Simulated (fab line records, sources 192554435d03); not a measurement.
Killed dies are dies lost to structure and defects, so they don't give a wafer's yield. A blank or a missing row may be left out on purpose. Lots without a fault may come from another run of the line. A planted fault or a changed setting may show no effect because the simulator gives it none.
fab line records | flow n5_finfet | part 2 of 2: steps 5 to 6 of 6
record lots=19 wafers=57 last_day=19
route steps=1938 shown BEOL_M13@1690 BEOL_M14@1750 BEOL_M15@1786
lots that met no fault: from a run of the same line without faults
start_h: hours from the record's first day to the start of the lot's first wafer shown | wait_h: hours since the lot's step before | " the same as in the row above | L1.1+2: a row that stands for several wafers | - no value, or no start given | * or withheld: withheld | < > ~ a bound
route shown NAME@n: a module of which the file shows steps, and the number in the route of the first | usual: mean/standard deviation of fault-free wafers | same: alike in all rows | chamber/n: place in a boat | sites: the reading at each site | _std_site: their standard deviation | _edge_site: outer sites' mean less inner sites' | radius_mm: how far each site lies from the wafer's centre | mask NAME#n: copy n | behind: the tool/chamber that last shaped the wafer | hold: why the lot was held/for how many hours/how that ended | device: the transistor (n, p or np) that didn't switch | end of line: the same wafers' tests at the end of the route | a step without rows: its recipe alone | killed: dies lost to structure and defects at the first sort, not the wafer's yield | map: a wafer's dies, x killed, . not, _ none there
set.NAME: the setting as run; set.NAME@STEP: as run at that earlier step | model.NAME: the simulator's own value behind a step, which no gauge read
steps of the route over a sample of lots; a table a step, a row a wafer
services: from which hour (start_h, from the record's first day; less than 0 if before it) a tool's chamber was out of use, for how many hours, and why
## steps
# step N5_BEOL_M15_DESCUM_15
# recipe chemistry=O2 time_s=7.9 source_power_w=50 bias_power_w=20 pressure_mtorr=20 rf_frequency_hz=2.712e+07 temp_c=40 o2_flow_sccm=225
# usual chamber_pressure_mTorr=19.999/0.017 drypump_motor_current_A=5.73/0.28 o2_flow_sccm=224.9/0.67 oes_product_au=0.77/0.08 rf_vpp_V=242.8/1.5 showerhead_plenum_p_Torr=2.07/0.087 throttle_valve_pct=20.46/0.17
# columns lot.wafer tool chamber start_h wait_h chamber_pressure_mTorr drypump_motor_current_A o2_flow_sccm oes_product_au rf_hours_counter_h rf_vpp_V showerhead_plenum_p_Torr throttle_valve_pct
L074.2 rie_diel-06 1 263.66 0.0 20.021 5.65 224.1 0.73 195 241.8 2.01 20.57
L074.3 " 0 " " 20.021 5.57 224.5 0.83 64 243.0 2.03 20.27
L074.5 " 0 " " 20.017 5.56 224.9 0.82 - 242.1 2.03 20.28
L078.1 rie_diel-06 1 281.61 0.0 20.004 5.64 225.4 0.73 200 241.2 2.01 20.58
L078.2 " 2 " " 19.995 5.35 225.3 0.91 19 246.0 2.26 20.47
L078.4 " 3 " " 20.016 5.84 224.6 0.75 165 241.9 1.99 20.33
L080.1 rie_diel-03 1 297.52 0.1 19.990 5.96 226.3 0.73 178 243.5 2.07 20.34
L080.2 " 2 " " 19.980 6.02 223.9 0.66 239 241.0 1.97 20.45
L080.6 " 2 " " 19.982 6.04 223.1 0.66 - 241.2 1.97 20.47
L081.1 rie_diel-05 3 301.11 0.0 19.956 5.98 224.2 0.80 101 241.8 2.12 20.68
L081.4 " 2 " " 19.995 5.33 226.2 0.71 228 243.6 2.04 20.35
L081.6 " 3 " " 19.997 5.99 223.7 0.79 - 242.7 2.12 20.69
L079.1 rie_diel-05 3 307.81 0.4 19.996 5.95 224.8 0.79 103 243.2 2.12 20.68
L079.3 " 2 " " 19.991 5.33 225.4 0.71 230 242.8 2.04 20.36
L079.6 " 2 " " 20.023 5.32 225.5 0.71 - 243.1 2.04 20.36
L083.2 rie_diel-05 0 318.52 0.4 19.983 5.51 224.0 0.89 54 244.3 2.10 20.53
L083.3 " 2 " " 20.000 5.33 224.1 0.70 233 241.1 2.03 20.38
L083.4 " 3 " " 19.987 5.96 225.4 0.78 106 242.9 2.12 20.69
L086.1 rie_diel-05 2 326.21 0.0 19.986 5.34 224.5 0.71 235 242.1 2.03 20.36
L086.3 " 1 " " 19.987 5.78 224.8 0.71 203 244.3 2.17 20.48
L086.5 " 0 " " 19.993 5.50 224.5 0.89 - 243.5 2.10 20.56
L084.4 rie_diel-03 1 328.58 0.0 19.983 5.99 225.2 0.72 187 243.3 2.06 20.34
L084.5 " 1 " " 20.011 5.97 224.7 0.72 - 243.7 2.06 20.33
L084.6 " 0 " " 19.980 6.42 225.3 0.82 - 242.4 2.05 20.48
L085.3 rie_diel-06 0 335.99 0.0 19.989 5.54 224.0 0.80 84 242.6 2.03 20.31
L085.4 " 1 " " 20.003 5.66 224.9 0.71 215 242.1 2.01 20.62
L085.5 " 2 " " 19.994 5.36 224.4 0.88 - 244.2 2.25 20.49
L089.1 rie_diel-06 1 359.15 0.0 20.005 5.63 225.9 0.70 221 241.4 2.00 20.61
L089.2 " 3 " " 19.993 5.87 225.6 0.72 185 242.1 1.98 20.35
L089.6 " 2 " " 19.994 5.33 225.8 0.86 - 244.6 2.25 20.51
L088.1 rie_diel-05 2 359.60 0.0 19.980 5.32 225.3 0.70 245 241.9 2.03 20.39
L088.3 " 0 " " 19.981 5.51 224.6 0.88 65 243.0 2.09 20.57
L088.4 " 2 " " 20.004 5.32 225.1 0.70 - 242.7 2.03 20.38
L087.3 rie_diel-03 0 365.69 0.0 19.994 6.42 225.1 0.80 70 241.8 2.05 20.50
L087.4 " 1 " " 19.981 5.96 224.5 0.70 200 242.5 2.06 20.36
L087.6 " 2 " " 20.022 6.01 226.5 0.99 - 244.3 2.23 19.96
L090.1 rie_diel-03 3 370.01 0.1 19.974 5.70 224.1 0.71 230 241.0 1.97 20.68
L090.2 " 0 " " 19.999 6.40 225.1 0.80 72 241.6 2.05 20.49
L090.4 " 1 " " 20.007 5.99 225.5 0.71 201 242.7 2.06 20.35
L091.4 rie_diel-06 0 379.69 0.0 20.013 5.57 223.4 0.79 96 244.3 2.02 20.30
L091.5 " 2 " " 19.997 5.33 226.5 0.86 - 245.7 2.25 20.52
L091.6 " 1 " " 20.005 5.63 225.6 0.70 - 242.3 2.00 20.62
L093.1 rie_diel-05 3 389.51 0.0 19.984 5.94 223.7 0.76 125 244.0 2.11 20.73
L093.2 " 1 " " 19.985 5.77 224.9 0.69 218 246.0 2.16 20.52
L093.5 " 1 " " 19.980 5.77 224.5 0.69 - 243.9 2.16 20.49
L092.1 rie_diel-06 2 392.81 0.2 20.032 5.33 225.1 0.84 51 244.5 2.24 20.53
L092.3 " 1 " " 20.030 5.64 225.9 0.70 232 240.0 2.00 20.63
L092.4 " 0 " " 19.963 5.55 225.1 0.79 99 242.3 2.02 20.31
L095.4 rie_diel-05 1 408.14 0.0 19.992 5.76 225.2 0.69 226 243.9 2.16 20.53
L095.5 " 1 " " 20.004 5.76 223.9 0.69 - 243.0 2.16 20.53
L095.6 " 0 " " 20.037 5.51 225.7 0.86 - 242.9 2.09 20.58
L097.2 rie_diel-03 0 420.80 0.0 19.985 6.37 223.7 0.79 87 242.7 2.04 20.51
L097.3 " 2 " " 20.000 6.05 224.4 0.92 19 244.9 2.22 19.99
L097.5 " 3 " " 19.989 5.70 224.6 0.71 - 241.8 1.97 20.70
L096.3 rie_diel-06 0 420.84 0.0 19.990 5.56 225.4 0.77 107 243.1 2.02 20.34
L096.5 " 0 " " 19.988 5.55 225.3 0.77 - 241.6 2.02 20.34
L096.6 " 3 " " 20.004 5.88 224.2 0.71 - 239.7 1.97 20.39
# step N5_BEOL_M15_STRIP_63
# recipe chemistry=O2 power_w=600 temp_c=60 pressure_mtorr=30 rf_frequency_hz=6e+07 bias_power_w=0 overash_fraction=0.3 o2_flow_sccm=225
# usual chamber_pressure_mTorr=30.00/0.04 drypump_motor_current_A=5.73/0.28 o2_flow_sccm=225.1/0.64 oes_product_au=0.77/0.08 rf_vpp_V=3.7/0.75 showerhead_plenum_p_Torr=2.08/0.087 throttle_valve_pct=16.71/0.17
# columns lot.wafer tool chamber start_h wait_h chamber_pressure_mTorr drypump_motor_current_A o2_flow_sccm oes_product_au rf_hours_counter_h rf_vpp_V showerhead_plenum_p_Torr throttle_valve_pct
L074.2 rie_diel-06 1 - - 29.99 5.65 224.4 0.72 195 4.4 2.02 16.85
L074.3 " 0 " " 30.04 5.57 225.7 0.81 64 3.6 2.04 16.47
L074.5 " 0 " " 30.01 5.56 225.3 0.82 - 3.9 2.04 16.43
L078.1 rie_diel-06 1 - - 30.03 5.62 225.2 0.73 200 4.9 2.02 16.85
L078.2 " 2 " " 30.03 5.34 224.4 0.90 19 4.3 2.26 16.65
L078.4 " 3 " " 30.02 5.84 224.4 0.76 165 4.3 1.99 16.57
L080.1 rie_diel-03 1 - - 29.99 6.01 224.5 0.72 178 4.1 2.07 16.62
L080.2 " 2 " " 29.96 6.07 224.9 0.67 239 3.1 1.98 16.73
L080.6 " 2 " " 29.99 6.03 224.9 0.67 - 2.9 1.98 16.70
L081.1 rie_diel-05 3 - - 29.96 5.98 224.6 0.78 101 3.4 2.12 16.91
L081.4 " 2 " " 29.99 5.33 225.6 0.70 229 4.2 2.04 16.70
L081.6 " 3 " " 30.04 5.99 223.6 0.79 - 3.5 2.12 16.92
L079.1 rie_diel-05 3 - - 30.05 5.99 225.1 0.78 103 4.6 2.12 16.90
L079.3 " 2 " " 30.06 5.33 224.4 0.71 230 2.9 2.04 16.71
L079.6 " 2 " " 29.97 5.33 225.0 0.70 - 3.5 2.04 16.70
L083.2 rie_diel-05 0 - - 30.05 5.50 224.8 0.90 55 3.9 2.10 16.76
L083.3 " 2 " " 30.00 5.33 226.4 0.70 233 3.9 2.04 16.70
L083.4 " 3 " " 29.95 5.94 224.5 0.78 106 3.8 2.12 16.90
L086.1 rie_diel-05 2 - - 30.00 5.34 225.1 0.71 235 2.6 2.04 16.70
L086.3 " 1 " " 29.99 5.76 224.9 0.70 203 3.9 2.17 16.73
L086.5 " 0 " " 30.03 5.49 225.9 0.89 - 4.1 2.10 16.79
L084.4 rie_diel-03 1 - - 30.04 5.98 225.7 0.72 187 4.6 2.07 16.68
L084.5 " 1 " " 30.00 5.98 225.3 0.72 - 2.6 2.07 16.65
L084.6 " 0 " " 29.98 6.40 225.6 0.82 - 5.6 2.06 16.66
L085.3 rie_diel-06 0 - - 30.01 5.57 225.3 0.79 84 3.3 2.03 16.48
L085.4 " 1 " " 30.06 5.64 225.4 0.71 216 3.9 2.01 16.88
L085.5 " 2 " " 30.03 5.33 224.9 0.88 - 3.7 2.25 16.67
L089.1 rie_diel-06 1 - - 30.01 5.60 225.7 0.71 221 4.3 2.01 16.88
L089.2 " 3 " " 30.02 5.87 225.4 0.73 186 3.3 1.98 16.64
L089.6 " 2 " " 30.12 5.34 224.8 0.86 - 2.8 2.25 16.68
L088.1 rie_diel-05 2 - - 30.01 5.32 225.6 0.69 245 2.7 2.03 16.74
L088.3 " 0 " " 29.96 5.51 225.6 0.87 65 5.2 2.10 16.81
L088.4 " 2 " " 30.06 5.32 224.4 0.71 - 4.1 2.03 16.71
L087.3 rie_diel-03 0 - - 30.00 6.40 226.1 0.80 70 3.5 2.05 16.67
L087.4 " 1 " " 30.04 5.97 225.6 0.71 200 4.3 2.06 16.69
L087.6 " 2 " " 30.00 6.09 224.8 0.98 - 4.7 2.23 16.22
L090.1 rie_diel-03 3 - - 30.02 5.67 224.8 0.71 230 3.0 1.98 16.93
L090.2 " 0 " " 29.95 6.39 225.5 0.80 72 3.5 2.05 16.67
L090.4 " 1 " " 30.02 5.97 223.6 0.70 201 3.2 2.06 16.69
L091.4 rie_diel-06 0 - - 29.97 5.54 225.1 0.79 96 2.3 2.03 16.50
L091.5 " 2 " " 29.98 5.34 225.3 0.86 - 4.2 2.25 16.70
L091.6 " 1 " " 30.02 5.66 225.0 0.70 - 4.1 2.01 16.92
L093.1 rie_diel-05 3 - - 30.08 5.95 226.0 0.76 126 3.4 2.11 16.90
L093.2 " 1 " " 30.10 5.75 225.2 0.69 219 2.5 2.16 16.75
L093.5 " 1 " " 30.03 5.77 226.0 0.69 - 3.8 2.16 16.76
L092.1 rie_diel-06 2 - - 29.99 5.37 225.1 0.84 51 4.5 2.25 16.70
L092.3 " 1 " " 29.95 5.63 226.4 0.70 232 5.1 2.01 16.89
L092.4 " 0 " " 29.99 5.55 224.7 0.78 99 3.2 2.03 16.50
L095.4 rie_diel-05 1 - - 30.00 5.75 224.6 0.68 227 3.2 2.16 16.78
L095.5 " 1 " " 29.95 5.76 224.5 0.69 - 3.9 2.16 16.80
L095.6 " 0 " " 30.07 5.50 225.3 0.84 - 4.5 2.09 16.85
L097.2 rie_diel-03 0 - - 29.98 6.42 226.1 0.78 87 3.7 2.05 16.72
L097.3 " 2 " " 29.99 6.08 224.3 0.94 19 3.6 2.23 16.27
L097.5 " 3 " " 30.06 5.69 225.1 0.70 - 4.7 1.97 16.96
L096.3 rie_diel-06 0 - - 29.98 5.58 225.3 0.79 107 3.7 2.02 16.54
L096.5 " 0 " " 30.04 5.55 225.2 0.78 - 2.6 2.02 16.51
L096.6 " 3 " " 29.94 5.88 225.6 0.73 - 2.9 1.98 16.68
## services
# columns tool chamber start_h hours kind
rie_diel-05 3 228.51 2.4 repair
rie_diel-06 2 235.86 5.7 repair
rie_diel-05 - 249.68 4.3 pm
rie_diel-02 2 251.79 2.0 repair
rie_diel-02 0 254.07 3.1 repair
rie_diel-05 - 290.91 0.9 repair
rie_diel-04 1 304.65 10.7 repair
rie_diel-02 - 322.87 0.1 repair
rie_diel-03 2 334.67 - clean
rie_diel-03 2 334.67 - consumable_replace:focus_ring
rie_diel-03 2 334.67 - consumable_replace:showerhead
rie_diel-03 2 334.67 20.1 scheduled_down
rie_diel-03 2 334.67 20.1 vent_cycle
rie_diel-04 - 344.56 3.4 repair
rie_diel-05 1 356.64 3.1 repair
rie_diel-02 3 357.61 11.6 repair
rie_diel-04 0 361.76 5.4 repair
rie_diel-04 2 370.83 6.1 repair
rie_diel-03 2 373.12 2.4 repair
rie_diel-05 - 387.68 1.8 repair
pvd_sputter-02 - 395.62 10.8 repair
rie_diel-02 2 402.16 18.0 repair
pvd_sputter-02 - 412.18 8.4 repair
pvd_sputter-03 - 416.51 1.7 repair
